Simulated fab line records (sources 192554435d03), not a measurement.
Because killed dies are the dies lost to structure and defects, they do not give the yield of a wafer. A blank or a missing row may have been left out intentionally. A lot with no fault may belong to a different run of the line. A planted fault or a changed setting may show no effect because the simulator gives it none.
fab line records	flow n5_finfet	part 2 of 2: steps 17 to 26 of 26
record lots=5	wafers=15	last_day=19
route steps=1938 shown BEOL_M0_CUTY@705 BEOL_M0@715
lots that met no fault: from a run of the same line without faults
start_h: the number of hours between the record's first day and the start of the first shown wafer of the lot	wait_h: how many hours have passed since the lot's step before this one	" the same as in the row above	L1.1+2: several wafers, shown together as one row	- either no value or no given start	* or withheld: withheld	< > ~ a bound
route shown NAME@n: a module of which the file shows steps, and the number in the route of the first	usual: mean/standard deviation taken from wafers without a fault	same: alike in all rows	chamber/n: place in a boat	sites: per-site readings	_std_site: the values' standard deviation	_edge_site: mean of outer sites minus mean of inner sites	radius_mm: how far each site lies from the wafer's centre	mask NAME#n: copy n	behind: tool/chamber where the wafer was last shaped	hold: cause of the lot's hold/its duration in hours/its outcome	device: whichever transistor did not switch (one of n, p or np)	end of line: at the end of the route, the tests of the same wafers	where a step has no rows: the recipe by itself	killed: count of dies lost to structure and defects at first sort (not the wafer's yield)	map: dies across one wafer; x = killed, . = not, _ = none there
set.NAME: the setting that was run; set.NAME@STEP: the one run at that earlier step	model.NAME: the simulator's own value behind a step, which no gauge read
certain route steps with their lots: each step a table, each wafer a row
services: from which hour (start_h, from the record's first day; less than 0 if before it) a tool's chamber was out of use, for how many hours, and why
## steps
# step N5_BEOL_M0_TRENCH_ETCH_107
# recipe chemistry=C4F6/O2	target_depth_a=328	target=SiOC	time_s=16.4	ion_energy_ev=250	pressure_mtorr=30	source_w=355	bias_w=185	Ar_flow_sccm=300	C4F6_flow_sccm=10	O2_flow_sccm=10
# usual drypump_motor_current_A=5.8/0.43	oes_product_au=0.74/0.054	rf_vpp_V=668/5.8	showerhead_plenum_p_Torr=2.86/0.053	throttle_valve_pct=20.86/0.15
lot.wafer	tool	chamber	start_h	wait_h	drypump_motor_current_A	oes_product_au	rf_hours_counter_h	rf_vpp_V	showerhead_plenum_p_Torr	throttle_valve_pct
L079.3	rie_diel-04	0	162.21	0.0	6.0	0.68	215	666	2.81	20.71
L079.4	"	3	"	"	5.3	0.68	-	655	2.94	21.02
L079.5	"	2	"	"	6.2	0.74	-	667	2.83	20.79
L080.3	rie_diel-04	0	164.13	0.0	6.0	0.69	217	667	2.81	20.73
L080.4	"	0	"	"	6.0	0.69	-	666	2.81	20.73
L080.6	"	2	"	"	6.2	0.75	-	666	2.83	20.82
L081.2	rie_diel-04	3	168.97	0.0	5.3	0.68	212	656	2.94	21.05
L081.5	"	2	"	"	6.3	0.75	-	669	2.83	20.83
L081.6	"	3	"	"	5.3	0.69	-	654	2.94	21.05
L082.1	rie_diel-04	2	172.33	0.0	6.2	0.74	181	667	2.83	20.81
L082.2	"	3	"	"	5.4	0.68	213	655	2.94	21.05
L082.4	"	1	"	"	5.3	0.70	205	674	2.94	20.81
L083.2	rie_diel-05	0	178.81	0.0	6.1	0.75	129	663	2.86	20.91
L083.3	"	2	"	"	5.7	0.73	198	664	2.84	20.72
L083.4	"	3	"	"	5.5	0.75	168	666	2.95	20.80
# step N5_BEOL_M0_STRIP_142
# recipe chemistry=N2/H2	time_s=10	power_w=450	temp_c=40	pressure_mtorr=20	rf_frequency_hz=6e+07	bias_power_w=7	n2_flow_sccm=200	h2_flow_sccm=200
# usual drypump_motor_current_A=5.8/0.43	n2_flow_sccm=199.9/0.66	oes_product_au=0.74/0.055	rf_vpp_V=59.2/0.85	showerhead_plenum_p_Torr=2.55/0.05	throttle_valve_pct=23.61/0.22
lot.wafer	tool	chamber	start_h	wait_h	drypump_motor_current_A	n2_flow_sccm	oes_product_au	rf_hours_counter_h	rf_vpp_V	showerhead_plenum_p_Torr	throttle_valve_pct
L079.3	rie_diel-04	0	162.24	0.0	6.0	199.0	0.68	215	57.4	2.51	23.54
L079.4	"	3	"	"	5.3	199.7	0.68	-	58.6	2.62	23.86
L079.5	"	2	"	"	6.2	200.2	0.73	-	58.7	2.52	23.48
L080.3	rie_diel-04	0	164.16	0.0	6.0	200.7	0.68	217	58.7	2.51	23.53
L080.4	"	0	"	"	6.0	200.0	0.68	-	59.9	2.51	23.54
L080.6	"	2	"	"	6.3	200.1	0.74	-	58.0	2.52	23.48
L081.2	rie_diel-04	3	168.99	0.0	5.4	200.1	0.69	212	60.9	2.62	23.86
L081.5	"	2	"	"	6.2	199.8	0.74	-	59.0	2.52	23.48
L081.6	"	3	"	"	5.3	200.6	0.68	-	60.4	2.62	23.86
L082.1	rie_diel-04	2	172.36	0.0	6.3	198.4	0.74	181	58.7	2.52	23.47
L082.2	"	3	"	"	5.4	200.3	0.69	213	58.1	2.62	23.86
L082.4	"	1	"	"	5.3	200.2	0.71	205	60.0	2.63	23.57
L083.2	rie_diel-05	0	178.84	0.0	6.1	200.1	0.75	129	59.7	2.55	23.62
L083.3	"	2	"	"	5.7	200.6	0.72	198	59.3	2.52	23.39
L083.4	"	3	"	"	5.5	199.3	0.75	168	60.2	2.64	23.49
# step N5_BEOL_M0_OCD_MEAS_108
# usual trench_depth_nm=32.7/0.48
lot.wafer	tool	chamber	start_h	wait_h	trench_depth_nm
L079.3	ocd-01	-	162.32	0.1	32.2
L079.4	"	-	"	"	31.9
L079.5	"	-	"	"	32.8
L080.3	ocd-01	-	164.24	0.1	33.5
L080.4	"	-	"	"	32.8
L080.6	"	-	"	"	32.4
L081.2	ocd-02	-	169.07	0.1	32.3
L081.5	"	-	"	"	33.3
L081.6	"	-	"	"	32.5
L082.1	ocd-01	-	172.44	0.1	32.9
L082.2	"	-	"	"	31.9
L082.4	"	-	"	"	32.0
L083.2	ocd-01	-	178.92	0.1	33.3
L083.3	"	-	"	"	32.9
L083.4	"	-	"	"	32.6
# step N5_BEOL_M0_HM_STRIP_129
# recipe chemistry=peroxide_tin_strip	material=TiN	target_depth_a=170	temp_c=50	time_s=108
lot.wafer	tool	chamber	start_h	wait_h
L079.3+4+5	wet_bench-04	0,4,7	162.35	0.0
L080.3+4+6	wet_bench-02	6,2,7	164.27	0.0
L081.2+5+6	wet_bench-04	3,5,4	169.11	0.0
L082.1+2+4	wet_bench-02	6,5,7	172.47	0.0
L083.2+3+4	wet_bench-01	3,2,0	178.95	0.0
# step N5_BEOL_M0_SRD_130
# recipe time_s=30	temp_c=23	rinse_liquid=diw	dry=ipa_marangoni
lot.wafer	tool	chamber	start_h	wait_h
L079.3+4+5	wet_bench-04	0,4,7	162.38	0.0
L080.3+4+6	wet_bench-02	6,2,7	164.30	0.0
L081.2+5+6	wet_bench-04	3,5,4	169.14	0.0
L082.1+2+4	wet_bench-02	6,5,7	172.50	0.0
L083.2+3+4	wet_bench-01	3,2,0	178.98	0.0
# step N5_BEOL_M0_ETCH_109
# recipe chemistry=CH3F/O2	target_depth_a=80	overetch_a=24	target=SiCN	time_s=27.4	ion_energy_ev=120	pressure_mtorr=30	source_w=395	bias_w=75	Ar_flow_sccm=150	CH3F_flow_sccm=30	O2_flow_sccm=20
# usual drypump_motor_current_A=5.7/0.46	oes_product_au=0.64/0.049	rf_vpp_V=297.7/1	showerhead_plenum_p_Torr=2.02/0.033	throttle_valve_pct=16.38/0.14
lot.wafer	tool	chamber	start_h	wait_h	drypump_motor_current_A	oes_product_au	rf_hours_counter_h	rf_vpp_V	showerhead_plenum_p_Torr	throttle_valve_pct
L079.3	rie_diel-02	2	162.43	0.0	4.9	0.65	152	298.5	2.00	16.51
L079.4	"	3	"	"	5.8	0.62	219	297.5	2.06	16.47
L079.5	"	2	"	"	4.8	0.65	-	298.6	2.00	16.52
L080.3	rie_diel-02	0	164.81	0.5	6.2	0.74	52	296.4	2.03	16.18
L080.4	"	2	"	"	4.9	0.65	154	297.1	2.00	16.53
L080.6	"	2	"	"	4.9	0.63	-	297.7	2.00	16.54
L081.2	rie_diel-02	0	169.18	0.0	6.3	0.72	54	298.8	2.03	16.18
L081.5	"	1	"	"	5.7	0.62	-	297.4	2.00	16.45
L081.6	"	0	"	"	6.2	0.73	-	296.9	2.03	16.18
L082.1	rie_diel-04	2	172.56	0.0	6.2	0.63	181	298.6	1.99	16.30
L082.2	"	1	"	"	5.3	0.60	205	299.4	2.07	16.32
L082.4	"	0	"	"	6.0	0.60	221	296.5	1.98	16.26
L083.2	rie_diel-02	2	179.37	0.4	4.9	0.64	160	297.1	2.00	16.54
L083.3	"	0	"	"	6.2	0.74	59	297.7	2.03	16.18
L083.4	"	3	"	"	5.8	0.62	226	297.1	2.05	16.49
# step N5_BEOL_M0_STRIP_139
# recipe chemistry=post_etch_residue_remover	time_s=60	temp_c=25	remover_ph=withheld	remover_water_wt_pct=withheld	remover_fluoride_wt_pct=withheld
lot.wafer	tool	chamber	start_h	wait_h
L079.3+4+5	wet_bench-01	0,4,7	162.53	0.1
L080.3+4+6	wet_bench-01	5,4,1	164.91	0.1
L081.2+5+6	wet_bench-02	1,5,3	169.29	0.1
L082.1+2+4	wet_bench-04	7,0,6	172.66	0.1
L083.2+3+4	wet_bench-02	3,7,2	179.48	0.1
# step N5_BEOL_M0_SRD_111
# recipe time_s=30	temp_c=23	rinse_liquid=diw	dry=ipa_marangoni
lot.wafer	tool	chamber	start_h	wait_h
L079.3+4+5	wet_bench-01	0,4,7	162.55	0.0
L080.3+4+6	wet_bench-01	5,4,1	164.93	0.0
L081.2+5+6	wet_bench-02	1,5,3	169.31	0.0
L082.1+2+4	wet_bench-04	7,0,6	172.68	0.0
L083.2+3+4	wet_bench-02	3,7,2	179.50	0.0
# step N5_BEOL_M0_DEGAS_112
# recipe ambient=vacuum	temp_c=250	time_s=60
# usual heater_power_w=331/27
lot.wafer	tool	chamber	start_h	wait_h	heater_power_w
L079.3	pvd_sputter-03	-	163.20	0.6	301
L079.4	"	-	"	"	367
L079.5	"	-	"	"	300
L080.3	pvd_sputter-02	-	165.64	0.7	345
L080.4	"	-	"	"	308
L080.6	"	-	"	"	346
L081.2	pvd_sputter-02	-	170.66	1.3	340
L081.5	"	-	"	"	356
L081.6	"	-	"	"	308
L082.1	pvd_sputter-02	-	173.90	1.2	331
L082.2	"	-	"	"	327
L082.4	"	-	"	"	307
L083.2	pvd_sputter-01	-	179.54	0.0	368
L083.3	"	-	"	"	292
L083.4	"	-	"	"	328
# step N5_BEOL_M0_PRE_CLEAN_113
# recipe gas=H2/He	time_s=30	temp_c=250
# usual heater_power_w=330/27
lot.wafer	tool	chamber	start_h	wait_h	heater_power_w
L079.3	pvd_sputter-03	-	163.24	0.0	297
L079.4	"	-	"	"	375
L079.5	"	-	"	"	298
L080.3	pvd_sputter-02	-	165.68	0.0	336
L080.4	"	-	"	"	303
L080.6	"	-	"	"	345
L081.2	pvd_sputter-02	-	170.70	0.0	342
L081.5	"	-	"	"	341
L081.6	"	-	"	"	306
L082.1	pvd_sputter-02	-	173.94	0.0	341
L082.2	"	-	"	"	332
L082.4	"	-	"	"	307
L083.2	pvd_sputter-01	-	179.58	0.0	377
L083.3	"	-	"	"	295
L083.4	"	-	"	"	329
## services
tool	chamber	start_h	hours	kind
rie_diel-04	1	137.43	26.9	repair
rie_metal-01	1	139.17	8.5	repair
rie_diel-04	-	140.31	15.6	pm
pvd_sputter-02	-	143.09	2.5	repair
litho_track-01	-	143.10	-	consumable_replace:filter
wet_bench-02	-	146.95	1.4	repair
litho_track-01	-	147.41	-	consumable_replace:filter
rie_metal-02	1	148.47	-	clean
rie_metal-02	1	148.47	14.8	scheduled_down
rie_metal-02	1	148.47	14.8	vent_cycle
wet_bench-01	-	155.22	1.3	repair
rie_metal-02	0	163.25	-	clean
rie_metal-02	0	163.25	20.9	scheduled_down
rie_metal-02	0	163.25	20.9	vent_cycle
